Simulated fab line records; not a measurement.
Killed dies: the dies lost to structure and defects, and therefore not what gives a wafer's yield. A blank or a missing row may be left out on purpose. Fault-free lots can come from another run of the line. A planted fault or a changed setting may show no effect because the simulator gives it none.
Split-lot trial | flow n5 finfet | 21 wafers read from 7 lots, route of 1938 steps

ABOUT THE SPLIT
At N5_HKMG_FIN_COAT_06 (resist thk 90 nm), the setting spin rpm was moved away from the recipe's 1500 rpm on 6 of the 21 wafers read, by -7.9% to +6.3%. For the rest of the wafers, this setting stayed at what the recipe calls for.

The reading comes from the split's own step.

THE READING
CAR-ArF_of_HKMG_FIN_COAT_06.thk nm (the simulator's own value, which no gauge read), in nm, at N5_HKMG_FIN_COAT_06 (resist thk 90 nm). The file gives no usual value for it. Here, 15 wafers ran the recipe; their average is 89.9 nm with a standard deviation of 0.21 nm.

wafer  | tool, chamber at the split | spin rpm as run, rpm | against the recipe | CAR-ArF_of_HKMG_FIN_COAT_06.thk nm, nm | against lot-mates on the recipe
L076.1 | litho track-04, 0          | 1500                 | recipe             | 90.2                                   | -
L076.3 | litho track-04, 0          | 1500                 | recipe             | 90                                     | -
L076.5 | litho track-04, 0          | 1500                 | recipe             | 90                                     | -
L077.1 | litho track-05, 0          | 1500                 | recipe             | 90.2                                   | -
L077.2 | litho track-05, 0          | 1500                 | recipe             | 90.2                                   | -
L077.4 | litho track-05, 0          | 1388                 | -7.5%              | 94.2                                   | +4.0
L081.2 | litho track-02, 0          | 1411                 | -5.9%              | 92.6                                   | +2.8
L081.3 | litho track-02, 0          | 1500                 | recipe             | 89.8                                   | -
L081.5 | litho track-02, 0          | 1411                 | -5.9%              | 92.4                                   | +2.6
L086.4 | litho track-02, 0          | 1500                 | recipe             | 89.8                                   | -
L086.5 | litho track-02, 0          | 1500                 | recipe             | 89.6                                   | -
L086.6 | litho track-02, 0          | 1500                 | recipe             | 90                                     | -
L092.1 | litho track-05, 0          | 1500                 | recipe             | 89.8                                   | -
L092.3 | litho track-05, 0          | 1381                 | -7.9%              | 93.6                                   | +3.8
L092.6 | litho track-05, 0          | 1381                 | -7.9%              | 93.6                                   | +3.8
L094.1 | litho track-05, 0          | 1595                 | +6.3%              | 87                                     | -2.7
L094.5 | litho track-05, 0          | 1500                 | recipe             | 89.8                                   | -
L094.6 | litho track-05, 0          | 1500                 | recipe             | 89.6                                   | -
L096.1 | litho track-02, 0          | 1500                 | recipe             | 89.8                                   | -
L096.5 | litho track-02, 0          | 1500                 | recipe             | 89.6                                   | -
L096.6 | litho track-02, 0          | 1500                 | recipe             | 89.6                                   | -

FIT RESULTS
A straight line over all 21 wafers: CAR-ArF_of_HKMG_FIN_COAT_06.thk nm changes by -0.481 nm for each +1% of spin rpm; r = -0.99; the points scatter about the line by 0.27 nm.
The same after taking each lot's own level away (the mean of its wafers on the recipe; 21 wafers): -0.474 nm for each +1%; r = -1.00; scatter 0.16 nm.
The reading moves by 3.8 nm for the largest change in spin rpm, on that fit.
The lots' own levels span 89.67 to 90.20 nm, that is 2.5 times the standard deviation above.
The two slopes are in agreement: the lot-to-lot level therefore moves the slope only a little.
Check: with one of the wafers moved furthest among these (-7.9%) left out of the fit, the line predicts +3.79 nm for it against its lot-mates. Against them it came out at +3.8 nm.

THESE WAFERS: OTHER SPLITS
Note: prior to the reading, these wafers also went through further splits. Each is held against what the fit with the lots' levels taken away leaves over:
other split on the same wafers | wafers away from the commonest value | r with CAR-ArF_of_HKMG_FIN_COAT_06.thk nm (lot level and that fit taken away)
N5_SDB_COAT_04 spin rpm        | 8                                    | +0.21

FILE'S OWN FIT
CAR-ArF_of_HKMG_FIN_COAT_06.thk nm changes by -0.48 nm for each +1% of spin rpm, r = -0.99.
